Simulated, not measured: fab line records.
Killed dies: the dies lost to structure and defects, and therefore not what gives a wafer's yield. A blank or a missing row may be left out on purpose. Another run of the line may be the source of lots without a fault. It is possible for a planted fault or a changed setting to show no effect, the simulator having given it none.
Which tool did it?    flow nand-harc    39 wafers from 13 lots sampled at 6 of the route's 1302 steps

## WHAT THE GAUGES READ, wafer by wafer
NHARC_A_ONON_D2_THK_MEAS_02: measures by ellipsometry. Usual: 1001 nm for thk-nm, sd 11.
lot   measured      on             thk-nm (nm)     flag
L437  day 12 10:25  film-metro-02  1005 1003 1003  
L439  day 12 18:53  film-metro-01  997 998 996     
L438  day 12 18:43  film-metro-02  1007 1006 1006  
L440  day 14 02:44  film-metro-02  990 988 990     
L443  day 14 20:31  film-metro-02  1000 1000 1000  
L445  day 15 14:56  film-metro-01  1007 1007 1008  
L451  day 18 05:38  film-metro-01  989 989 990     
L450  day 18 05:17  film-metro-02  988 987 986     
L453  day 19 04:43  film-metro-01  1010 1011 1012  
L456  day 20 00:55  film-metro-02  988 987 987     
L458  day 21 06:36  film-metro-01  1016 1017 1018  
L459  day 21 13:44  film-metro-02  989 989 989     
L460  day 21 20:07  film-metro-02  997 995 996     

NHARC_A_ONON_D2_THK_MEAS_05: measures by ellipsometry. Usual: 1000 nm for thk-nm, sd 9.7.
lot   measured      on             thk-nm (nm)     flag
L437  day 12 10:59  film-metro-01  1004 1007 1005  
L439  day 12 19:28  film-metro-01  1015 1016 1015  
L438  day 12 19:17  film-metro-01  994 995 996     
L440  day 14 03:26  film-metro-02  991 994 994     
L443  day 14 21:05  film-metro-01  999 1000 999    
L445  day 15 15:30  film-metro-02  1012 1011 1010  
L451  day 18 06:13  film-metro-01  998 1000 998    
L450  day 18 05:52  film-metro-02  999 1000 999    
L453  day 19 05:16  film-metro-01  1017 1016 1016  
L456  day 20 01:29  film-metro-01  998 995 996     
L458  day 21 07:10  film-metro-02  984 983 984     
L459  day 21 14:19  film-metro-02  1002 1001 1002  
L460  day 21 20:41  film-metro-02  998 999 999     

NHARC_A_ONON_D2_THK_MEAS_14: measures by ellipsometry. Usual: 998 nm for thk-nm, sd 9.8.
lot   measured      on             thk-nm (nm)     flag
L437  day 12 12:41  film-metro-02  992 991 992     
L439  day 12 21:11  film-metro-02  989 989 990     
L438  day 12 21:00  film-metro-02  989 988 991     
L440  day 14 05:17  film-metro-02  1014 1014 1014  
L443  day 14 22:47  film-metro-01  469 469 469     OFF
L445  day 15 17:13  film-metro-02  461 463 464     OFF
L451  day 18 07:55  film-metro-01  1009 1006 1006  
L450  day 18 07:34  film-metro-02  1006 1005 1005  
L453  day 19 06:58  film-metro-01  994 995 995     
L456  day 20 03:10  film-metro-02  983 983 982     
L458  day 21 08:52  film-metro-02  987 988 988     
L459  day 21 16:00  film-metro-01  987 991 988     
L460  day 21 22:23  film-metro-02  992 993 991     

NHARC_END_SORT_01. Usual: killed-at-array 53, standard deviation 20; killed-at-other 1, standard deviation 1.2; killed-at-periphery 3.7, standard deviation 2.6; killed-dies 58, standard deviation 20; killed-open 3.5, standard deviation 1.8; killed-short 2.4, standard deviation 1.7.
lot   measured      on         killed-at-array  killed-at-other  killed-at-periphery  killed-dies  killed-open  killed-short  flag
L443  day 26 22:41  prober-02  673 675 671      3 0 1            1 2 5                677 677 677  6 3 3        1 3 2         OFF
L445  day 27 22:27  prober-02  673 676 673      1 0 0            3 1 4                677 677 677  3 3 7        6 4 3         OFF

## TOOL THAT RAN EACH LOT (tool first, then ch and the chambers of the sampled wafers, then the start)
lot   NHARC_A_CHANNEL_FILL_D1_ALD_25    NHARC_A_ONON_D2_DEP_12
L437  ald-hk-02 ch 0,3, day 10 10:05    pecvd-onon-03 ch 0, day 12 12:14
L439  ald-hk-03 ch 0,3, day 10 20:47    pecvd-onon-03 ch 0, day 12 20:46
L438  ald-hk-01 ch 1,2,3, day 10 21:23  pecvd-onon-01 ch 0, day 12 20:32
L440  ald-hk-01 ch 0,2, day 12 06:17    pecvd-onon-01 ch 0, day 14 04:49
L443  ald-hk-01 ch 2,3, day 12 17:38    pecvd-onon-01 ch 0, day 14 22:23
L445  ald-hk-03 ch 0,2,3, day 13 14:25  pecvd-onon-01 ch 0, day 15 16:46
L451  ald-hk-02 ch 2,3, day 16 06:43    pecvd-onon-01 ch 0, day 18 07:27
L450  ald-hk-03 ch 0,3, day 16 06:43    pecvd-onon-04 ch 0, day 18 07:10
L453  ald-hk-03 ch 2,3, day 17 01:06    pecvd-onon-03 ch 0, day 19 06:38
L456  ald-hk-03 ch 0,1,3, day 18 02:44  pecvd-onon-03 ch 0, day 20 02:40
L458  ald-hk-03 ch 0,1,2, day 19 06:53  pecvd-onon-01 ch 0, day 21 08:21
L459  ald-hk-03 ch 0,1,2, day 19 11:35  pecvd-onon-01 ch 0, day 21 15:33
L460  ald-hk-02 ch 0,2,3, day 19 21:37  pecvd-onon-01 ch 0, day 21 21:52
- NHARC_A_CHANNEL_FILL_D1_ALD_25: deposits SiOx, target thk 60 nm, pulse time 10 s, ald cycles 600.
- NHARC_A_ONON_D2_DEP_12: target thk 1000 nm.

## WHAT THE TOOLS THEMSELVES READ (means of the sampled wafers that have a number; where no wafer has one, the mark that the record gives instead)
NHARC_A_CHANNEL_FILL_D1_ALD_25. Usual: heater-power-w 487 W, standard deviation 61; precursor-pulse-height-rel 1.000, standard deviation 0.02.
lot   tool       heater-power-w (W)  precursor-pulse-height-rel  flag
L437  ald-hk-02  420                 0.986                       
L439  ald-hk-03  528                 0.999                       
L438  ald-hk-01  505                 0.984                       
L440  ald-hk-01  555                 1.017                       
L443  ald-hk-01  546                 0.993                       
L445  ald-hk-03  528                 1.001                       
L451  ald-hk-02  473                 1.003                       
L450  ald-hk-03  529                 1.005                       
L453  ald-hk-03  557                 0.998                       
L456  ald-hk-03  494                 1.018                       
L458  ald-hk-03  478                 0.989                       
L459  ald-hk-03  476                 1.002                       
L460  ald-hk-02  447                 1.007                       

## THE ANSWER, worked out from the rows above alone
Rule: lot off if the mean of its wafers having a number is beyond 3 standard deviations from the usual mean. A lot without any number at a reading at which 4 lots or more have one is off too. Where the step has rows for the other lots, those lots are counted as sound. The gauges are gone through in route order, then the tools' own readings, and for those a lot's mean is taken as printed above. At the first step where some lot is off, the reading lying furthest off is the one used; lots without a number count as furthest.
Off: L443, L445, at NHARC_A_ONON_D2_THK_MEAS_14 (thk-nm).
A tool fits if, at a process step before that reading, it ran every lot that is off, and no sound lot after the first of them. Not tried: the gauges at NHARC_A_ONON_D2_THK_MEAS_14; whatever is off there is also off at NHARC_END_SORT_01, on other tools, and gauge error can't account for it. Not one of the candidates tried fits.

## WHAT HAD BEEN PUT IN BY THE SIMULATOR
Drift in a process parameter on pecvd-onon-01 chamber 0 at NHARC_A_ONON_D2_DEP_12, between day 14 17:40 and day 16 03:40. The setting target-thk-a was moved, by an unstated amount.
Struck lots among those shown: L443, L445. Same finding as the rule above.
